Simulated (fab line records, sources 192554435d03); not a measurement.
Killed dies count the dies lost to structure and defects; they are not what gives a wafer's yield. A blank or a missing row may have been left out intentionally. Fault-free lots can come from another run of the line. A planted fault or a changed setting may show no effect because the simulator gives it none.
Which of the tools did it? + flow n5-finfet + Sampling: 24 lots, 72 wafers, 6 of 1938 route steps

## WHAT THE GAUGES SHOWED, per wafer
Not one reading of a measure or inspect step in the record can be checked against a usual standard deviation.

## EACH LOT AND THE TOOL THAT RAN IT (in order: tool; ch and the chambers of the sampled wafers; start)
| lot  | N5_BEOL_M3_ETCH_70                 | N5_BEOL_M3_STRIP_36                | N5_BEOL_M3_SPUTTER_48        | N5_BEOL_M3_SPUTTER_79        | N5_BEOL_M3_SPUTTER_81        | N5_BEOL_M3_SPUTTER_90        |
|------|------------------------------------|------------------------------------|------------------------------|------------------------------|------------------------------|------------------------------|
| L074 | rie-diel-03 ch 0,2,3, day 7 06:10  | rie-diel-03 ch 0,2,3, day 7 06:19  | pvd-sputter-02, day 7 09:20  | pvd-sputter-02, day 7 09:33  | pvd-sputter-02, day 7 09:46  | pvd-sputter-02, day 7 10:26  |
| L077 | rie-diel-01 ch 2,3, day 7 23:35    | rie-diel-01 ch 2,3, day 7 23:45    | pvd-sputter-02, day 8 01:16  | pvd-sputter-02, day 8 01:29  | pvd-sputter-02, day 8 01:42  | pvd-sputter-02, day 8 02:22  |
| L076 | rie-diel-03 ch 0,1,3, day 8 04:38  | rie-diel-03 ch 0,1,3, day 8 04:47  | pvd-sputter-02, day 8 06:23  | pvd-sputter-02, day 8 06:36  | pvd-sputter-02, day 8 06:49  | pvd-sputter-02, day 8 07:29  |
| L075 | rie-diel-01 ch 0,2,3, day 8 12:23  | rie-diel-01 ch 0,2,3, day 8 12:32  | pvd-sputter-02, day 8 14:00  | pvd-sputter-02, day 8 14:13  | pvd-sputter-02, day 8 14:26  | pvd-sputter-02, day 8 15:06  |
| L078 | rie-diel-06 ch 0,1,2, day 8 12:32  | rie-diel-06 ch 0,1,2, day 8 12:41  | pvd-sputter-01, day 8 14:21  | pvd-sputter-01, day 8 14:34  | pvd-sputter-01, day 8 14:47  | pvd-sputter-01, day 8 15:27  |
| L080 | rie-diel-01 ch 1,3, day 8 14:55    | rie-diel-01 ch 1,3, day 8 15:04    | pvd-sputter-02, day 8 16:52  | pvd-sputter-02, day 8 17:05  | pvd-sputter-02, day 8 17:19  | pvd-sputter-02, day 8 17:58  |
| L079 | rie-diel-03 ch 1,2,3, day 8 15:21  | rie-diel-03 ch 1,2,3, day 8 15:31  | pvd-sputter-03, day 8 17:05  | pvd-sputter-03, day 8 17:18  | pvd-sputter-03, day 8 17:31  | pvd-sputter-03, day 8 18:11  |
| L081 | rie-diel-01 ch 0,2,3, day 8 15:43  | rie-diel-01 ch 0,2,3, day 8 15:52  | pvd-sputter-01, day 8 17:13  | pvd-sputter-01, day 8 17:26  | pvd-sputter-01, day 8 17:40  | pvd-sputter-01, day 8 18:19  |
| L082 | rie-diel-01 ch 1,3, day 9 04:11    | rie-diel-01 ch 1,3, day 9 04:21    | pvd-sputter-01, day 9 07:08  | pvd-sputter-01, day 9 07:22  | pvd-sputter-01, day 9 07:35  | pvd-sputter-01, day 9 08:14  |
| L083 | rie-diel-06 ch 2,3, day 9 16:10    | rie-diel-06 ch 2,3, day 9 16:20    | pvd-sputter-03, day 9 17:28  | pvd-sputter-03, day 9 17:41  | pvd-sputter-03, day 9 17:54  | pvd-sputter-03, day 9 18:34  |
| L085 | rie-diel-06 ch 0,2, day 10 02:13   | rie-diel-06 ch 0,2, day 10 02:23   | pvd-sputter-01, day 10 03:26 | pvd-sputter-01, day 10 03:39 | pvd-sputter-01, day 10 03:52 | pvd-sputter-01, day 10 04:32 |
| L086 | rie-diel-01 ch 1,2,3, day 10 11:29 | rie-diel-01 ch 1,2,3, day 10 11:38 | pvd-sputter-03, day 10 12:37 | pvd-sputter-03, day 10 12:50 | pvd-sputter-03, day 10 13:03 | pvd-sputter-03, day 10 13:43 |
| L084 | rie-diel-03 ch 0,1, day 10 14:27   | rie-diel-03 ch 0,1, day 10 14:37   | pvd-sputter-02, day 10 15:52 | pvd-sputter-02, day 10 16:05 | pvd-sputter-02, day 10 16:19 | pvd-sputter-02, day 10 16:58 |
| L087 | rie-diel-01 ch 0,2,3, day 10 14:50 | rie-diel-01 ch 0,2,3, day 10 15:00 | pvd-sputter-02, day 10 17:47 | pvd-sputter-02, day 10 18:01 | pvd-sputter-02, day 10 18:14 | pvd-sputter-02, day 10 18:53 |
| L088 | rie-diel-01 ch 0,1, day 10 18:37   | rie-diel-01 ch 0,1, day 10 18:47   | pvd-sputter-02, day 10 20:14 | pvd-sputter-02, day 10 20:27 | pvd-sputter-02, day 10 20:40 | pvd-sputter-02, day 10 21:20 |
| L090 | rie-diel-01 ch 1,2,3, day 10 21:38 | rie-diel-01 ch 1,2,3, day 10 21:47 | pvd-sputter-02, day 10 23:14 | pvd-sputter-02, day 10 23:27 | pvd-sputter-02, day 10 23:40 | pvd-sputter-02, day 11 00:20 |
| L089 | rie-diel-01 ch 0,1,3, day 11 01:27 | rie-diel-01 ch 0,1,3, day 11 01:37 | pvd-sputter-01, day 11 02:54 | pvd-sputter-01, day 11 03:07 | pvd-sputter-01, day 11 03:20 | pvd-sputter-01, day 11 04:00 |
| L091 | rie-diel-03 ch 0,1,2, day 11 11:29 | rie-diel-03 ch 0,1,2, day 11 11:39 | pvd-sputter-02, day 11 13:13 | pvd-sputter-02, day 11 13:26 | pvd-sputter-02, day 11 13:40 | pvd-sputter-02, day 11 14:19 |
| L092 | rie-diel-06 ch 1,2,3, day 11 21:30 | rie-diel-06 ch 1,2,3, day 11 21:40 | pvd-sputter-01, day 11 22:58 | pvd-sputter-01, day 11 23:11 | pvd-sputter-01, day 11 23:25 | pvd-sputter-01, day 12 00:04 |
| L093 | rie-diel-06 ch 0,1,2, day 12 08:57 | rie-diel-06 ch 0,1,2, day 12 09:07 | pvd-sputter-03, day 12 10:48 | pvd-sputter-03, day 12 11:01 | pvd-sputter-03, day 12 11:14 | pvd-sputter-03, day 12 11:54 |
| L094 | rie-diel-01 ch 0,2,3, day 12 09:28 | rie-diel-01 ch 0,2,3, day 12 09:37 | pvd-sputter-01, day 12 11:13 | pvd-sputter-01, day 12 11:26 | pvd-sputter-01, day 12 11:40 | pvd-sputter-01, day 12 12:19 |
| L095 | rie-diel-01 ch 0,2, day 12 13:04   | rie-diel-01 ch 0,2, day 12 13:19   | pvd-sputter-01, day 12 14:57 | pvd-sputter-01, day 12 15:10 | pvd-sputter-01, day 12 15:23 | pvd-sputter-01, day 12 16:03 |
| L096 | rie-diel-01 ch 0,2, day 12 17:43   | rie-diel-01 ch 0,2, day 12 17:58   | pvd-sputter-03, day 12 20:55 | pvd-sputter-03, day 12 21:08 | pvd-sputter-03, day 12 21:21 | pvd-sputter-03, day 12 22:01 |
| L097 | rie-diel-03 ch 0,3, day 13 07:38   | rie-diel-03 ch 0,3, day 13 07:48   | pvd-sputter-01, day 13 10:04 | pvd-sputter-01, day 13 10:17 | pvd-sputter-01, day 13 10:30 | pvd-sputter-01, day 13 11:10 |
- N5_BEOL_M3_ETCH_70: etches SOC in N2/H2, target depth 80 nm, overetch 16 nm, time 120 s.
- N5_BEOL_M3_STRIP_36: strips in N2/H2.
- N5_BEOL_M3_SPUTTER_48: material Cu, target thk 4.5 nm, time 8.29 s.
- N5_BEOL_M3_SPUTTER_79: material Cu, target thk 4.5 nm, time 8.29 s.
- N5_BEOL_M3_SPUTTER_81: material Cu, target thk 4.5 nm, time 8.29 s.
- N5_BEOL_M3_SPUTTER_90: material Cu, target thk 4.5 nm, time 8.29 s.

## AS READ BY THE TOOLS THEMSELVES (means over the sampled wafers that have a number; for cases with no such wafer, the mark the record gives instead)
N5_BEOL_M3_ETCH_70. Usual: chamber-pressure-mTorr 29.998 mTorr, standard deviation 0.029; drypump-motor-current-A 5.7 A, standard deviation 0.4; oes-product-au 0.59 a.u., standard deviation 0.059; rf-vpp-V 523.8 V, standard deviation 2.9; showerhead-plenum-p-Torr 2.54 Torr, standard deviation 0.1; throttle-valve-pct 17.76 %, standard deviation 0.3.
| lot  | tool        | chamber-pressure-mTorr (mTorr) | drypump-motor-current-A (A) | oes-product-au (a.u.) | rf-vpp-V (V) | showerhead-plenum-p-Torr (Torr) | throttle-valve-pct (%) | flag |
|------|-------------|--------------------------------|-----------------------------|-----------------------|--------------|---------------------------------|------------------------|------|
| L074 | rie-diel-03 | 30.003                         | 5.4                         | 0.58                  | 524.6        | 2.60                            | 17.85                  |      |
| L077 | rie-diel-01 | 30.027                         | 6.2                         | 0.64                  | 521.9        | 2.46                            | 17.60                  |      |
| L076 | rie-diel-03 | 30.003                         | 5.7                         | 0.59                  | 526.2        | 2.67                            | 17.80                  |      |
| L075 | rie-diel-01 | 30.010                         | 5.9                         | 0.59                  | 522.1        | 2.51                            | 17.78                  |      |
| L078 | rie-diel-06 | 30.013                         | 5.6                         | 0.63                  | 523.5        | 2.52                            | 17.66                  |      |
| L080 | rie-diel-01 | 30.016                         | 6.0                         | 0.59                  | 522.6        | 2.51                            | 17.56                  |      |
| L079 | rie-diel-03 | 30.005                         | 5.7                         | 0.57                  | 525.8        | 2.59                            | 17.81                  |      |
| L081 | rie-diel-01 | 30.024                         | 5.9                         | 0.59                  | 522.9        | 2.51                            | 17.79                  |      |
| L082 | rie-diel-01 | 29.997                         | 6.1                         | 0.63                  | 522.4        | 2.49                            | 17.53                  |      |
| L083 | rie-diel-06 | 30.010                         | 5.3                         | 0.58                  | 525.4        | 2.57                            | 18.03                  |      |
| L085 | rie-diel-06 | 30.018                         | 5.4                         | 0.58                  | 522.3        | 2.50                            | 17.99                  |      |
| L086 | rie-diel-01 | 30.007                         | 6.1                         | 0.58                  | 522.2        | 2.46                            | 17.68                  |      |
| L084 | rie-diel-03 | 29.987                         | 5.5                         | 0.62                  | 527.3        | 2.69                            | 17.47                  |      |
| L087 | rie-diel-01 | 30.031                         | 5.9                         | 0.58                  | 521.7        | 2.50                            | 17.80                  |      |
| L088 | rie-diel-01 | 29.981                         | 5.5                         | 0.54                  | 524.8        | 2.60                            | 17.88                  |      |
| L090 | rie-diel-01 | 30.012                         | 6.0                         | 0.58                  | 521.5        | 2.46                            | 17.69                  |      |
| L089 | rie-diel-01 | 29.983                         | 5.7                         | 0.58                  | 522.9        | 2.54                            | 17.72                  |      |
| L091 | rie-diel-03 | 29.992                         | 5.5                         | 0.59                  | 525.4        | 2.60                            | 17.47                  |      |
| L092 | rie-diel-06 | 29.986                         | 5.5                         | 0.60                  | 524.6        | 2.58                            | 17.75                  |      |
| L093 | rie-diel-06 | 30.006                         | 5.6                         | 0.61                  | 521.9        | 2.51                            | 17.72                  |      |
| L094 | rie-diel-01 | 29.994                         | 5.8                         | 0.57                  | 522.8        | 2.50                            | 17.82                  |      |
| L095 | rie-diel-01 | 29.966                         | 5.5                         | 0.54                  | 524.6        | 2.55                            | 18.00                  |      |
| L096 | rie-diel-01 | 29.995                         | 5.5                         | 0.53                  | 525.3        | 2.55                            | 18.02                  |      |
| L097 | rie-diel-03 | 30.015                         | 5.4                         | 0.64                  | 527.5        | 2.66                            | 17.76                  |      |

N5_BEOL_M3_STRIP_36. Usual: chamber-pressure-mTorr 19.995 mTorr, standard deviation 0.029; drypump-motor-current-A 5.7 A, standard deviation 0.4; oes-product-au 0.77 a.u., standard deviation 0.081; rf-vpp-V 59.0 V, standard deviation 1.5; showerhead-plenum-p-Torr 2.54 Torr, standard deviation 0.1; throttle-valve-pct 23.6 %, standard deviation 0.38.
| lot  | tool        | chamber-pressure-mTorr (mTorr) | drypump-motor-current-A (A) | oes-product-au (a.u.) | rf-vpp-V (V) | showerhead-plenum-p-Torr (Torr) | throttle-valve-pct (%) | flag |
|------|-------------|--------------------------------|-----------------------------|-----------------------|--------------|---------------------------------|------------------------|------|
| L074 | rie-diel-03 | 19.972                         | 5.4                         | 0.77                  | 60.3         | 2.60                            | 23.8                   |      |
| L077 | rie-diel-01 | 19.983                         | 6.2                         | 0.83                  | 58.3         | 2.45                            | 23.3                   |      |
| L076 | rie-diel-03 | 20.003                         | 5.7                         | 0.78                  | 60.5         | 2.67                            | 23.8                   |      |
| L075 | rie-diel-01 | 19.992                         | 5.8                         | 0.78                  | 59.1         | 2.50                            | 23.6                   |      |
| L078 | rie-diel-06 | 19.988                         | 5.7                         | 0.83                  | 58.8         | 2.52                            | 23.4                   |      |
| L080 | rie-diel-01 | 20.012                         | 5.9                         | 0.77                  | 58.7         | 2.50                            | 23.3                   |      |
| L079 | rie-diel-03 | 19.982                         | 5.7                         | 0.75                  | 58.9         | 2.59                            | 23.7                   |      |
| L081 | rie-diel-01 | 19.998                         | 5.9                         | 0.78                  | 58.8         | 2.50                            | 23.5                   |      |
| L082 | rie-diel-01 | 20.014                         | 6.1                         | 0.82                  | 58.3         | 2.49                            | 23.2                   |      |
| L083 | rie-diel-06 | 19.984                         | 5.2                         | 0.74                  | 59.3         | 2.57                            | 23.9                   |      |
| L085 | rie-diel-06 | 19.969                         | 5.4                         | 0.76                  | 59.4         | 2.50                            | 23.8                   |      |
| L086 | rie-diel-01 | 19.985                         | 6.0                         | 0.75                  | 59.7         | 2.46                            | 23.4                   |      |
| L084 | rie-diel-03 | 20.004                         | 5.5                         | 0.82                  | 60.7         | 2.68                            | 23.4                   |      |
| L087 | rie-diel-01 | 20.011                         | 5.9                         | 0.77                  | 58.4         | 2.50                            | 23.6                   |      |
| L088 | rie-diel-01 | 19.990                         | 5.4                         | 0.70                  | 58.9         | 2.59                            | 23.7                   |      |
| L090 | rie-diel-01 | 19.965                         | 6.0                         | 0.75                  | 58.9         | 2.46                            | 23.4                   |      |
| L089 | rie-diel-01 | 20.001                         | 5.8                         | 0.76                  | 58.5         | 2.54                            | 23.5                   |      |
| L091 | rie-diel-03 | 19.996                         | 5.5                         | 0.77                  | 58.2         | 2.60                            | 23.3                   |      |
| L092 | rie-diel-06 | 19.996                         | 5.5                         | 0.78                  | 59.4         | 2.58                            | 23.6                   |      |
| L093 | rie-diel-06 | 19.995                         | 5.6                         | 0.79                  | 59.4         | 2.51                            | 23.5                   |      |
| L094 | rie-diel-01 | 19.991                         | 5.8                         | 0.75                  | 59.3         | 2.49                            | 23.6                   |      |
| L095 | rie-diel-01 | 20.016                         | 5.5                         | 0.69                  | 58.1         | 2.55                            | 23.8                   |      |
| L096 | rie-diel-01 | 20.008                         | 5.5                         | 0.68                  | 58.1         | 2.55                            | 23.8                   |      |
| L097 | rie-diel-03 | 20.008                         | 5.5                         | 0.84                  | 61.8         | 2.66                            | 23.8                   |      |

N5_BEOL_M3_SPUTTER_48. Usual: substrate-temp-c -20.00 C, standard deviation 0.12; throttle-valve-pct 29.6 %, standard deviation 0.99.
| lot  | tool           | substrate-temp-c (C) | throttle-valve-pct (%) | flag |
|------|----------------|----------------------|------------------------|------|
| L074 | pvd-sputter-02 | -20.07               | 29.7                   |      |
| L077 | pvd-sputter-02 | -20.03               | 29.8                   |      |
| L076 | pvd-sputter-02 | -20.18               | 30.0                   |      |
| L075 | pvd-sputter-02 | -20.05               | 29.8                   |      |
| L078 | pvd-sputter-01 | -20.07               | 30.0                   |      |
| L080 | pvd-sputter-02 | -20.06               | 29.7                   |      |
| L079 | pvd-sputter-03 | -19.99               | 29.6                   |      |
| L081 | pvd-sputter-01 | -20.03               | 30.0                   |      |
| L082 | pvd-sputter-01 | -20.11               | 30.2                   |      |
| L083 | pvd-sputter-03 | -20.01               | 29.1                   |      |
| L085 | pvd-sputter-01 | -19.97               | 29.6                   |      |
| L086 | pvd-sputter-03 | -19.99               | 30.2                   |      |
| L084 | pvd-sputter-02 | -20.03               | 29.1                   |      |
| L087 | pvd-sputter-02 | -20.05               | 29.4                   |      |
| L088 | pvd-sputter-02 | -19.99               | 29.4                   |      |
| L090 | pvd-sputter-02 | -20.03               | 29.6                   |      |
| L089 | pvd-sputter-01 | -20.06               | 30.0                   |      |
| L091 | pvd-sputter-02 | -20.06               | 29.5                   |      |
| L092 | pvd-sputter-01 | -20.00               | 30.0                   |      |
| L093 | pvd-sputter-03 | -20.09               | 30.2                   |      |
| L094 | pvd-sputter-01 | -20.02               | 29.5                   |      |
| L095 | pvd-sputter-01 | -19.86               | 30.6                   |      |
| L096 | pvd-sputter-03 | -19.89               | 30.2                   |      |
| L097 | pvd-sputter-01 | -19.95               | 29.5                   |      |

N5_BEOL_M3_SPUTTER_79. Usual: substrate-temp-c -19.99 C, standard deviation 0.11; throttle-valve-pct 29.6 %, standard deviation 0.96.
| lot  | tool           | substrate-temp-c (C) | throttle-valve-pct (%) | flag |
|------|----------------|----------------------|------------------------|------|
| L074 | pvd-sputter-02 | -20.01               | 29.7                   |      |
| L077 | pvd-sputter-02 | -20.00               | 29.8                   |      |
| L076 | pvd-sputter-02 | -19.98               | 29.8                   |      |
| L075 | pvd-sputter-02 | -19.97               | 30.0                   |      |
| L078 | pvd-sputter-01 | -19.96               | 30.0                   |      |
| L080 | pvd-sputter-02 | -19.94               | 29.7                   |      |
| L079 | pvd-sputter-03 | -19.94               | 29.6                   |      |
| L081 | pvd-sputter-01 | -19.96               | 30.1                   |      |
| L082 | pvd-sputter-01 | -19.97               | 30.1                   |      |
| L083 | pvd-sputter-03 | -20.14               | 29.2                   |      |
| L085 | pvd-sputter-01 | -19.95               | 29.8                   |      |
| L086 | pvd-sputter-03 | -19.99               | 30.3                   |      |
| L084 | pvd-sputter-02 | -19.95               | 29.1                   |      |
| L087 | pvd-sputter-02 | -19.92               | 29.5                   |      |
| L088 | pvd-sputter-02 | -19.93               | 29.4                   |      |
| L090 | pvd-sputter-02 | -19.92               | 29.5                   |      |
| L089 | pvd-sputter-01 | -19.94               | 29.9                   |      |
| L091 | pvd-sputter-02 | -19.98               | 29.5                   |      |
| L092 | pvd-sputter-01 | -19.97               | 29.9                   |      |
| L093 | pvd-sputter-03 | -20.10               | 30.2                   |      |
| L094 | pvd-sputter-01 | -19.99               | 29.7                   |      |
| L095 | pvd-sputter-01 | -20.00               | 30.6                   |      |
| L096 | pvd-sputter-03 | -19.96               | 30.1                   |      |
| L097 | pvd-sputter-01 | -20.11               | 29.5                   |      |

N5_BEOL_M3_SPUTTER_81. Usual: substrate-temp-c -19.99 C, standard deviation 0.1; throttle-valve-pct 29.7 %, standard deviation 0.97.
| lot  | tool           | substrate-temp-c (C) | throttle-valve-pct (%) | flag |
|------|----------------|----------------------|------------------------|------|
| L074 | pvd-sputter-02 | -20.01               | 29.8                   |      |
| L077 | pvd-sputter-02 | -20.08               | 29.8                   |      |
| L076 | pvd-sputter-02 | -20.00               | 29.9                   |      |
| L075 | pvd-sputter-02 | -20.02               | 29.7                   |      |
| L078 | pvd-sputter-01 | -20.03               | 29.8                   |      |
| L080 | pvd-sputter-02 | -19.94               | 29.7                   |      |
| L079 | pvd-sputter-03 | -19.97               | 29.7                   |      |
| L081 | pvd-sputter-01 | -20.02               | 30.2                   |      |
| L082 | pvd-sputter-01 | -19.93               | 30.4                   |      |
| L083 | pvd-sputter-03 | -19.99               | 29.1                   |      |
| L085 | pvd-sputter-01 | -20.02               | 29.8                   |      |
| L086 | pvd-sputter-03 | -19.91               | 30.1                   |      |
| L084 | pvd-sputter-02 | -20.06               | 29.2                   |      |
| L087 | pvd-sputter-02 | -20.00               | 29.4                   |      |
| L088 | pvd-sputter-02 | -20.01               | 29.3                   |      |
| L090 | pvd-sputter-02 | -20.00               | 29.6                   |      |
| L089 | pvd-sputter-01 | -20.11               | 29.8                   |      |
| L091 | pvd-sputter-02 | -19.99               | 29.6                   |      |
| L092 | pvd-sputter-01 | -19.94               | 29.9                   |      |
| L093 | pvd-sputter-03 | -20.01               | 30.1                   |      |
| L094 | pvd-sputter-01 | -19.92               | 29.7                   |      |
| L095 | pvd-sputter-01 | -20.03               | 30.7                   |      |
| L096 | pvd-sputter-03 | -19.95               | 30.1                   |      |
| L097 | pvd-sputter-01 | -20.06               | 29.7                   |      |

N5_BEOL_M3_SPUTTER_90. Usual: substrate-temp-c -19.99 C, standard deviation 0.11; throttle-valve-pct 29.7 %, standard deviation 0.97.
| lot  | tool           | substrate-temp-c (C) | throttle-valve-pct (%) | flag |
|------|----------------|----------------------|------------------------|------|
| L074 | pvd-sputter-02 | -19.92               | 29.9                   |      |
| L077 | pvd-sputter-02 | -20.03               | 29.6                   |      |
| L076 | pvd-sputter-02 | -20.02               | 29.9                   |      |
| L075 | pvd-sputter-02 | -19.94               | 29.8                   |      |
| L078 | pvd-sputter-01 | -20.05               | 30.0                   |      |
| L080 | pvd-sputter-02 | -20.02               | 30.0                   |      |
| L079 | pvd-sputter-03 | -19.95               | 29.6                   |      |
| L081 | pvd-sputter-01 | -20.01               | 30.2                   |      |
| L082 | pvd-sputter-01 | -19.95               | 30.3                   |      |
| L083 | pvd-sputter-03 | -19.89               | 29.3                   |      |
| L085 | pvd-sputter-01 | -20.00               | 29.6                   |      |
| L086 | pvd-sputter-03 | -19.95               | 30.2                   |      |
| L084 | pvd-sputter-02 | -20.01               | 29.1                   |      |
| L087 | pvd-sputter-02 | -19.89               | 29.7                   |      |
| L088 | pvd-sputter-02 | -20.08               | 29.3                   |      |
| L090 | pvd-sputter-02 | -19.94               | 29.8                   |      |
| L089 | pvd-sputter-01 | -20.07               | 29.8                   |      |
| L091 | pvd-sputter-02 | -20.06               | 29.5                   |      |
| L092 | pvd-sputter-01 | -19.97               | 30.1                   |      |
| L093 | pvd-sputter-03 | -20.07               | 30.0                   |      |
| L094 | pvd-sputter-01 | -20.03               | 29.8                   |      |
| L095 | pvd-sputter-01 | -20.04               | 30.8                   |      |
| L096 | pvd-sputter-03 | -20.10               | 30.1                   |      |
| L097 | pvd-sputter-01 | -19.94               | 29.5                   |      |

## THE ANSWER, worked out from the rows above alone
Rule: take the mean of a lot's wafers that have a number; if it is more than 3 standard deviations from the usual mean, the lot is off. Also off: a lot with no number at a reading for which 4 or more lots have one. Any other lot the step has rows for is counted as sound. The gauges are gone through in route order, then the tools' own readings, and for those a lot's mean is taken as printed above. The first step at which some lot is off is used, and at that step the reading that is off furthest; a lot without a number counts as furthest.
Nothing can be told from this: no lot is off at any reading shown.

## WHAT HAD BEEN PUT IN BY THE SIMULATOR
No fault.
